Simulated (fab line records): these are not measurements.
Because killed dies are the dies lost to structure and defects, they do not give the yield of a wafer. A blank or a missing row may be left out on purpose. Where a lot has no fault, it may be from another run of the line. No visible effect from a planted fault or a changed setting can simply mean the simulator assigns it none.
fab line records | flow n5-finfet
[record] lots = 4 wafers = 12 last-day = 20
route steps=1938 shown STI_FIN_REVEAL@192 DUMMY_GATE@212 BEOL_M4@1111 PASSIVATION@1936
lots that met no fault: from a run of the same line without faults
start-h: hours from the record's first day to the start of the lot's first wafer shown | wait-h: hours since the lot's step before | " as in the row above | L1.1+2: several wafers, shown together as one row | - either no value or no given start | * or withheld: withheld | < > ~ a bound
route shown NAME@n: a module of which the file shows steps, and the number in the route of the first | usual: mean/standard deviation taken from wafers without a fault | same: alike in all rows | chamber/n: place in a boat | sites: readings site by site | _std_site: the values' standard deviation | _edge_site: inner sites' mean taken away from outer sites' mean | radius-mm: for every site, how far away it sits from the centre of the wafer | mask NAME#n: copy n | behind: tool/chamber where the wafer was last shaped | hold: why the lot was held/for how many hours/how that ended | device: the n, p or np transistor that did not switch | end of line: the same wafers' tests at the end of the route | where a step has no rows: the recipe by itself | killed: count of dies lost to structure and defects at first sort (not the wafer's yield) | map: a wafer's dies, x killed, . not, _ none there
set.NAME: the setting as run; set.NAME@STEP: as run at that earlier step | model.NAME: the simulator's own value behind a step, which no gauge read
lots at some steps of the route; a table a step, a row a wafer
[[steps]]
[step N5_STI_FIN_REVEAL_PRECLEAN_25]
[recipe] chemistry = SPM time-s = 90 temp-c = 120 mix = 4:1
[step N5_STI_FIN_REVEAL_PRECLEAN_26]
[recipe] chemistry = SC1 time-s = 45 temp-c = 46 mix = 1:2:100
[step N5_STI_FIN_REVEAL_PRECLEAN_29]
[recipe] chemistry = DHF time-s = 30 temp-c = 25 dilution = 300:1
[step N5_STI_FIN_REVEAL_SRD_12]
[recipe] time-s = 30 temp-c = 23 rinse-liquid = diw dry = ipa-marangoni
[step N5_STI_FIN_REVEAL_RECESS_09]
[recipe] chemistry = HF/NH3 target = SiO2 afs-cycles = 11 target-depth-a = 425 temp-c = 30 sublimation-temp-c = 180 sublimation-time-s = 60
[step N5_STI_FIN_REVEAL_STRIP_16]
[recipe] chemistry = H3PO4 material = SiNx temp-c = 165 target-depth-a = 238 overetch-fraction = 0.4964 dry = ipa-marangoni
[step N5_STI_FIN_REVEAL_PRECLEAN_17]
[recipe] chemistry = NF3:NH3 afs-cycles = 1 temp-c = 30 time-s = 20 sublimation-temp-c = 180 sublimation-time-s = 60 pressure-torr = 3 rf-power-w = 30
[step N5_STI_FIN_REVEAL_ETCH_34]
[recipe] chemistry = H2 mode = isotropic material = Si target = Si target-depth-a = 9.7 temp-c = 20 pressure-mtorr = 4.5 icp-w = 300 bias-w = 0 h2-flow-sccm = 7.5 he-flow-sccm = 142.5
[step N5_STI_FIN_REVEAL_OXIDATION_31]
[recipe] chemistry = O2_PLASMA_REMOTE temp-c = 150 time-s = 20 pressure-mtorr = 1000 source-power-w = 2000 o2-flow-sccm = 3000
[step N5_STI_FIN_REVEAL_PRECLEAN_32]
[recipe] chemistry = NF3:NH3 afs-cycles = 1 temp-c = 30 time-s = 20 sublimation-temp-c = 180 sublimation-time-s = 60 pressure-torr = 3 rf-power-w = 30
[step N5_STI_FIN_REVEAL_STRIP_35]
[recipe] chemistry = H3PO4 material = Si3N4 temp-c = 165 target-depth-a = 40 time-s = 39
[step N5_STI_FIN_REVEAL_SRD_21]
[recipe] dry = ipa-marangoni time-s = 30 temp-c = 23 rinse-liquid = diw
[step N5_STI_FIN_REVEAL_OXIDATION_33]
[recipe] chemistry = O2_PLASMA_REMOTE temp-c = 150 time-s = 20 pressure-mtorr = 1000 source-power-w = 2000 o2-flow-sccm = 3000
[usual] drypump-motor-current-A = 6.2/0.36 heater-power-w = 133/6.8 o2-flow-sccm = 3000/8.7
// columns lot.wafer tool chamber start-h wait-h drypump-motor-current-A heater-power-w o2-flow-sccm rf-hours-counter-h
L190.1 plasma-asher-01 1 42.91 0.0 5.7 142 3011 85
L190.5 " 1 " " 5.8 141 3007 -
L190.6 " 0 " " 6.6 132 3000 -
L194.1 plasma-asher-01 1 66.35 0.0 5.7 138 2994 90
L194.2 " 0 " " 6.6 130 3002 90
L194.3 " 0 " " 6.6 130 2996 -
L205.1 plasma-asher-01 1 132.54 0.0 5.8 140 3004 103
L205.2 " 0 " " 6.6 134 2998 103
L205.5 " 1 " " 5.8 142 2999 -
L206.1 plasma-asher-01 1 139.90 0.0 5.8 140 3009 104
L206.2 " 0 " " 6.6 131 2979 104
L206.6 " 1 " " 5.8 143 2992 -
[step N5_STI_FIN_REVEAL_CLEAN_19]
[recipe] chemistry = O3/DIW temp-c = 25 time-s = 120 o3-ppm = 10
[step N5_STI_FIN_REVEAL_SRD_23]
[recipe] dry = ipa-marangoni time-s = 30 temp-c = 23 rinse-liquid = diw
[step N5_STI_FIN_REVEAL_PRECLEAN_18]
[recipe] chemistry = SC2 time-s = 45 temp-c = 35 mix = 1:1:50
[step N5_STI_FIN_REVEAL_SRD_28]
[recipe] dry = ipa-marangoni time-s = 30 temp-c = 23 rinse-liquid = diw
[step N5_DUMMY_GATE_PRECLEAN_00]
[recipe] chemistry = O3/DIW time-s = 60 temp-c = 22 o3-ppm = 10
[step N5_DUMMY_GATE_SRD_01]
[recipe] time-s = 30 temp-c = 23 rinse-liquid = diw dry = ipa-marangoni
[step N5_DUMMY_GATE_ALD_02]
[recipe] material = SiO2 target-thk-a = 20 temp-c = 300 ald-precursor-family = BDEAS ald-co-reactant = O2-plasma pulse-time-s = 1 pressure-torr = 2
[step N5_DUMMY_GATE_CVD_03]
[recipe] material = a-Si target-thk-a = 1500 temp-c = 530 precursor = SiH4 time-s = 8042
[step N5_DUMMY_GATE_PRECLEAN_46]
[recipe] chemistry = DIW time-s = 89.5 temp-c = 23
[step N5_DUMMY_GATE_SRD_47]
[recipe] dry-time-s = 32 dry = n2-spin spin-rpm = 1500
[step N5_DUMMY_GATE_CMP_04]
[recipe] material = a-Si post-cmp-clean = alkaline-brush
[step N5_DUMMY_GATE_HM_DEP_06]
[recipe] material = SiNx target-thk-a = 800 precursor = DCS/NH3 temp-c = 700 pressure-mtorr = 300 time-s = 5141
[step N5_DUMMY_GATE_PECVD_30]
[recipe] material = SiO2 target-thk-a = 550 temp-c = 400 precursor = TEOS/O2 pressure-torr = 6.5 rf-w = withheld teos-flow-sccm = withheld gas = O2 flow-sccm = 2650 time-s = 10.8
[step N5_DUMMY_GATE_COAT_34]
[recipe] resist = SOC temp-c = 250 time-s = 60 spin-rpm = 1500 resist-thk-nm = 60
[step N5_DUMMY_GATE_COAT_35]
[recipe] resist = SiARC temp-c = 220 time-s = 60 spin-rpm = 1500 resist-thk-nm = 10
[step N5_DUMMY_GATE_COAT_28]
[recipe] resist = underlayer temp-c = 205 time-s = 60 spin-rpm = 1500 resist-thk-nm = 10
[step N5_DUMMY_GATE_COAT_09]
[recipe] resist = CAR-EUV spin-rpm = 1500 resist-thk-nm = 30
[step N5_DUMMY_GATE_EBR_11]
[recipe] solvent = PGMEA ebr-width-mm = 1.5
[step N5_DUMMY_GATE_SOFTBAKE_10]
[recipe] temp-c = 110 time-s = 60 resist = CAR-EUV
[step N5_DUMMY_GATE_EXPOSE_12]
[recipe] mask-id = GATE na = 0.33 source-shape = annular sigma-inner = 0.2 sigma-outer = 0.6 polarization = unpolarized target-cd-nm = 25 dose-mj = 34
[step N5_DUMMY_GATE_PEB_13]
[recipe] peb-temp-c = 100 peb-time-s = 60 resist = CAR-EUV
[step N5_DUMMY_GATE_DEVELOP_14]
[recipe] develop-time-s = 30 developer = TMAH resist = CAR-EUV rinse-liquid = surfactant-rinse dry = air-spin dev-temp-c = 23
[step N5_BEOL_M4_RC_MEAS_101]
[usual] DIBL_N = 36.1/2.3 DIBL_P = 36/3.2 IOFF_N = 0.16/0.045 IOFF_N_LIN = 0.076/0.016 IOFF_N_LONG = 5.56e-05/2.4e-06 IOFF_P = 0.21/0.049 ION_N = 674/14 ION_P = 462/8.4 SS_N = 71.6/0.83 SS_P = 73.2/0.87 VT_N = 249/3.8 VT_N_LVT = 98/3.8 VT_P = -250/3.4
// columns lot.wafer tool chamber start-h wait-h DIBL_N[mV/V] DIBL_P[mV/V] IOFF_N[nA/um] IOFF_N_LIN[nA/um] IOFF_N_LONG[nA/um] IOFF_P[nA/um] ION_N[uA/um] ION_P[uA/um] SS_N[mV/dec] SS_P[mV/dec] VT_N[mV] VT_N_LVT[mV] VT_P[mV]
L190.1 prober-01 0 271.70 0.0 37.5 40 0.19 0.090 5.57e-05 0.26 696 476 72.0 74.0 245 96 -246
L190.5 " 0 " " 34.7 36 0.13 0.066 5.53e-05 0.20 669 470 70.9 72.6 248 103 -248
L190.6 " 0 " " 33.6 34 0.12 0.058 5.65e-05 0.17 655 450 71.6 72.8 253 105 -251
L194.1 prober-02 0 288.86 0.0 36.4 36 0.17 0.072 5.88e-05 0.19 671 448 72.1 73.3 252 100 -253
L194.2 " 0 " " 38.2 38 0.19 0.085 5.67e-05 0.24 677 459 72.6 73.5 250 97 -251
L194.3 " 0 " " 35.8 36 0.16 0.072 5.65e-05 0.20 672 458 72.1 73.1 252 99 -251
L205.1 prober-01 0 329.43 0.0 38.8 39 0.21 0.088 5.36e-05 0.25 685 463 72.1 74.5 247 95 -249
L205.2 " 0 " " 40.4 42 0.29 0.131 6.31e-05 0.32 712 482 72.2 74.1 237 86 -246
L205.5 " 0 " " 39.4 40 0.26 0.118 6.26e-05 0.28 703 473 72.3 74.6 241 89 -248
L206.1 prober-01 0 354.89 0.0 36.6 38 0.16 0.076 5.18e-05 0.21 665 455 72.2 73.6 249 98 -253
L206.2 " 0 " " 40.6 44 0.28 0.130 6.03e-05 0.31 693 463 72.9 75.9 240 90 -248
L206.6 " 0 " " 36.1 38 0.17 0.078 5.2e-05 0.19 683 466 72.7 73.5 247 96 -255
[step N5_PASSIVATION_PROBE_49]
[usual] defect-limited-yield = 90.9/1.6 killed_at_M0_to_M3 = 37/11 killed_at_M4_up = 15/5.6 killed-at-contacts = 13/6.4 killed-at-front-end = 39/11 killed-at-other = 4/3.1 killed-dies = 107/19 killed-open = 71/14 killed-short = 34/7.8 sort_bin_4_leakage = 0.01/0.053 sort_bin_5_function = 5.3/1 sort_bin_6_memory = 3.4/0.72 sort-n-pass = 1072/20 sort-yield-pct = 90.9/1.7
[same] gross-dies = 1180 killed-at-back-side = 0 sort_bin_8_speed[%] = 0
// columns lot.wafer tool chamber start-h wait-h defect-limited-yield[%] killed_at_M0_to_M3 killed_at_M4_up killed-at-contacts killed-at-front-end killed-at-other killed-dies killed-open killed-short sort_bin_4_leakage[%] sort_bin_5_function[%] sort_bin_6_memory[%] sort-n-pass sort-yield-pct[%]
L190.1 prober-01 - 370.48 0.0 90.8 35 24 5 43 1 108 72 32 0 5.4 3.4 1072 90.8
L190.5 prober-01 - 370.68 0.2 92.5 32 11 9 32 4 88 47 40 0 4.4 2.6 1092 92.5
L190.6 prober-01 - 370.73 0.3 90.6 32 12 11 55 1 111 55 42 0 4.7 3.7 1069 90.6
L194.1 prober-02 - 410.64 0.0 92.1 34 13 7 37 2 93 64 27 0 5.1 2.6 1087 92.1
L194.2 prober-02 - 410.69 0.1 89.4 46 15 16 38 10 125 87 35 0 6.3 4.1 1055 89.4
L194.3 prober-02 - 410.74 0.1 92.8 27 8 3 45 2 85 50 32 0 4.0 3.0 1095 92.8
L205.2 prober-01 - 447.80 0.1 93.2 26 8 14 27 5 80 55 24 0.59 3.5 3.0 1093 92.6
L205.5 prober-01 - 447.95 0.2 92.5 27 9 22 29 1 88 52 35 0 4.7 2.2 1092 92.5
L206.1 prober-01 - 473.83 0.0 91.5 34 8 20 36 2 100 65 34 0 5.0 3.1 1080 91.5
L206.2 prober-01 - 473.88 0.1 91.1 30 14 6 47 8 105 61 38 0.85 5.2 3.4 1065 90.3
L206.6 prober-01 - 474.08 0.3 91.0 24 23 12 39 8 106 77 25 0 5.1 3.6 1074 91.0
// killed by level:class
L190.1 BEOL_M4:geometric-particle:open=12 BEOL_M2:geometric-particle:open=10 STI_FIN_REVEAL:geometric-particle:open=9 BEOL_M0_SAQP:geometric-particle:short=7 BEOL_M1:geometric-particle:open=7 BEOL_M0_SAQP:geometric-particle:open=6 FIN_SAQP:geometric-particle:short=5 STARTING-WAFER:geometric-particle:open=5
L190.5 BEOL_M3:geometric-particle:open=10 MOL_CONTACT_COAG:geometric-particle:open=7 BEOL_M0_SAQP:geometric-particle:short=7 STI_FIN_REVEAL:geometric-particle:short=5 GATE_CUT:geometric-particle:short=5 FIN_SAQP:geometric-particle:short=4 BEOL_M5:geometric-particle:open=4 BEOL_M2:geometric-particle:open=4
L190.6 FIN_SAQP:geometric-particle:short=14 BEOL_M4:geometric-particle:open=8 FIN_SAQP:geometric-particle:open=7 MOL_CONTACT_COAG:geometric-particle:open=7 BEOL_M0_SAQP:geometric-particle:open=7 BEOL_M0_SAQP:geometric-particle:short=7 HKMG_FIN:area-etch=7 GATE_CUT:geometric-particle:short=6
L194.1 FIN_SAQP:geometric-particle:open=12 BEOL_M2:geometric-particle:open=7 MOL_CONTACT_COAG:geometric-particle:open=7 BEOL_M3:geometric-particle:open=7 BEOL_M0_SAQP:geometric-particle:open=6 BEOL_M0_SAQP:geometric-particle:short=6 FIN_SAQP:geometric-particle:short=4 STI_FIN_REVEAL:geometric-particle:open=4
L194.2 BEOL_M2:geometric-particle:open=15 MOL_CONTACT_COAG:geometric-particle:open=11 FIN_SAQP:geometric-particle:open=10 BEOL_M4:geometric-particle:open=8 BEOL_M1:geometric-particle:open=7 STI_FIN_REVEAL:geometric-particle:open=6 MOL_CONTACT_COAG:geometric-particle:short=5 BEOL_M3:geometric-particle:open=5
L194.3 FIN_SAQP:geometric-particle:open=9 BEOL_M2:geometric-particle:open=9 DUMMY_GATE:geometric-particle:open=7 BEOL_M0_SAQP:geometric-particle:short=6 FIN_SAQP:geometric-particle:short=5 BEOL_M4:geometric-particle:short=5 STI_FIN_REVEAL:geometric-particle:open=4 BEOL_M0_SAQP:geometric-particle:open=4
L205.2 MOL_CONTACT_COAG:geometric-particle:open=10 STI_FIN_REVEAL:geometric-particle:open=7 BEOL_M0_SAQP:geometric-particle:open=7 BEOL_M4:geometric-particle:open=7 GATE_CUT:geometric-particle:open=6 BEOL_M2:geometric-particle:open=5 BEOL_M0_SAQP:geometric-particle:short=4 MOL_CONTACT_COAG:geometric-particle:short=3
L205.5 MOL_CONTACT_COAG:geometric-particle:open=16 BEOL_M0_SAQP:geometric-particle:short=8 BEOL_M3:geometric-particle:open=7 STI_FIN_REVEAL:geometric-particle:open=6 DUMMY_GATE:geometric-particle:open=5 MOL_CONTACT_COAG:geometric-particle:short=5 DUMMY_GATE:geometric-particle:short=4 BEOL_M0_SAQP:geometric-particle:open=4
L206.1 MOL_CONTACT_COAG:geometric-particle:open=14 FIN_SAQP:geometric-particle:open=11 BEOL_M0_SAQP:geometric-particle:short=9 STI_FIN_REVEAL:geometric-particle:open=7 BEOL_M0_SAQP:geometric-particle:open=7 BEOL_M2:geometric-particle:open=7 MOL_CONTACT_COAG:geometric-particle:short=6 STI_FIN_REVEAL:geometric-particle:short=4
L206.2 BEOL_M3:geometric-particle:open=8 FIN_SAQP:geometric-particle:short=7 FIN_SAQP:geometric-particle:open=6 ILD0:geometric-particle:open=5 DUMMY_GATE:geometric-particle:short=4 DUMMY_GATE:geometric-particle:open=4 BEOL_M0_SAQP:geometric-particle:open=4 BEOL_M0:geometric-particle:open=4
L206.6 MOL_CONTACT_COAG:geometric-particle:open=12 BEOL_M4:geometric-particle:open=11 STI_FIN_REVEAL:geometric-particle:open=10 FIN_SAQP:geometric-particle:open=9 GATE_CUT:geometric-particle:short=8 BEOL_M0_SAQP:geometric-particle:open=8 BEOL_M3:geometric-particle:open=6 BEOL_M5:geometric-particle:open=4
// map L205.1 (x killed, . not)
_________________...........x________________
______________..x....x......x.x._____________
___________..........x...x......x..__________
__________...................x...x.._________
________......x..x............x..x...._______
_______..........xx....................______
______..................x.....x..x......_____
_____...............x..x..........x......____
____...x..................................___
___...x........x...x................x......__
___....x....................x...x.x........__
__.x......x...x........................x.x.._
__..x........xx..x.........................._
_.....................................x...x..
_..................................x......x..
_.x...x......................x...............
_.....x...................................x..
_...x..x..........x..........................
_.....................x...................x..
_..........x................x......x........x
_.....x.............x.......x...............x
__......x.....x.x..x.......x....x..........x_
__.........x.....xxx.........x.............._
___......x........x............x.....x....x__
___........x....x....................x..x..__
____x...x.............xx.........x..x.....___
_____..xx.........x.......x.x...x........____
______..x......x..........x....x........_____
_______...........x...x.......xx.......______
________...xx.......................x._______
__________......................x..._________
___________.........x.x......x.....__________
______________.......x.........._____________
_________________............________________
// map L206.6 (x killed, . not)
_________________............________________
______________x................._____________
___________.....x..................__________
__________..x.x...........x........._________
________xx..x.......x.........x..x...._______
_______..x.x...........................______
______.....xx....x...x......x..........._____
_____.....x..x.x...................x.....____
____................x...........x....x....___
___.x..............x.........x...........x.__
___.....x.x.........x......x..x.......x....__
__.........................................._
__.................x........................_
_..x............x.......x.................x..
_.......x..............x.........x.x.........
_.........x...x.....................x.x......
_.......x...............xx......xxx..........
_................x....x.................x....
_.x.......................................x..
_...........xx.x......x.....x................
_............x...............................
__.....................xx..........x......x._
__................................x....x...._
___...x....................................__
___..x..x...x.x.........x.x.....x..........__
____....x...........................x.....___
_____..............x.x.......x...xx......____
______x..............x.................._____
_______x.............x.........x.......______
________......x......x................_______
__________.....x..........x.x......._________
___________...xx..........x..x.....__________
______________.......xx........._____________
_________________.x.xx......x________________
[[key]]
[first-sign] step = N5_BEOL_M4_RC_MEAS_101 reading = IOFF_N_LIN direction = up sigmas = 3.1 usual = 0.076 struck = 0.126
[effect] step = N5_BEOL_M4_RC_MEAS_101 reading = VT_N_LVT direction = down sigmas = 2.7 usual = 98 struck = 88
[effect] step = N5_BEOL_M4_RC_MEAS_101 reading = IOFF_N_LONG direction = up sigmas = 2.6 usual = 5.56e-05 struck = 6.2e-05
[effect] step = N5_BEOL_M4_RC_MEAS_101 reading = VT_N direction = down sigmas = 2.6 usual = 249 struck = 239
[effect] step = N5_BEOL_M4_RC_MEAS_101 reading = IOFF_N direction = up sigmas = 2.5 usual = 0.16 struck = 0.28
[effect] step = N5_BEOL_M4_RC_MEAS_101 reading = ION_N direction = up sigmas = 2.1 usual = 674 struck = 703 wafers-moved = 1
[effect] step = N5_PASSIVATION_PROBE_49 reading = sort_bin_4_leakage direction = up sigmas = 5.6 usual = 0.01 struck = 0.48 wafers-moved = 2
met-at N5_STI_FIN_REVEAL_OXIDATION_33
struck-wafers L205.2,L205.5,L206.2
onset-between 66.35 132.54
[fault] kind = process-parameter-drift tool = plasma-asher-01 chamber = - onset-h = 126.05 steps = N5_STI_FIN_REVEAL_OXIDATION_33 channel = time-s offset = * shape = step end-h = 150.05 scope = struck-wafers-only acts-in = * stated = *
